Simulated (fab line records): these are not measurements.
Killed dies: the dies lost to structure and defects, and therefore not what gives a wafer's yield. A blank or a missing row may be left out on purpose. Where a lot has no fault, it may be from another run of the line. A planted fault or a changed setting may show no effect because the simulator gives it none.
Chamber matching ; flow nandHarc ; aldHk-02 running NHARC_A_CHANNEL_FILL_D1_ALD_25: 4 sister chambers
The step deposits SiOx, target thk 60 nm, pulse time 10 s, ald cycles 600. 4 wafers are shown with their chamber, then 8 later ones without.

== EACH WAFER AND ITS CHAMBER ==
wafer;chamber;heaterPowerW (W)
L085.3;2;525
L085.2;0;432
L085.5;3;525
L091.2;1;456

== WAFERS WITHOUT THEIR CHAMBER ==
wafer;heaterPowerW (W)
L091.4;433
L091.6;536
L094.2;434
L094.5;535
L094.6;427
L096.1;522
L096.4;543
L096.5;432

== EACH ONE'S CHAMBER ==
wafer;from the rows above;in truth
L091.4;0;0
L091.6;can't be placed: 2 or 3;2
L094.2;0;0
L094.5;can't be placed: 2 or 3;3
L094.6;0;0
L096.1;can't be placed: 2 or 3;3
L096.4;can't be placed: 2 or 3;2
L096.5;0;0
Correctly placed: 4 of 8. Not placeable from these rows: 4 (in 4, the candidates include the true chamber). Placed wrongly: 0.
How it was worked out, from the rows above alone: a wafer's distance from a chamber is the root of the sum, over the readings, of the square of ((its reading less the chamber's mean) divided by the reading's scatter). If the next closest chamber is less than 2 further off than the closest, the wafer can't be placed; otherwise it belongs to the closest. For every chamber, the mean is computed from those of its wafers that are shown. The scatter: root of mean squared gap, hidden wafer to nearest shown wafer, with one shown wafer a chamber.
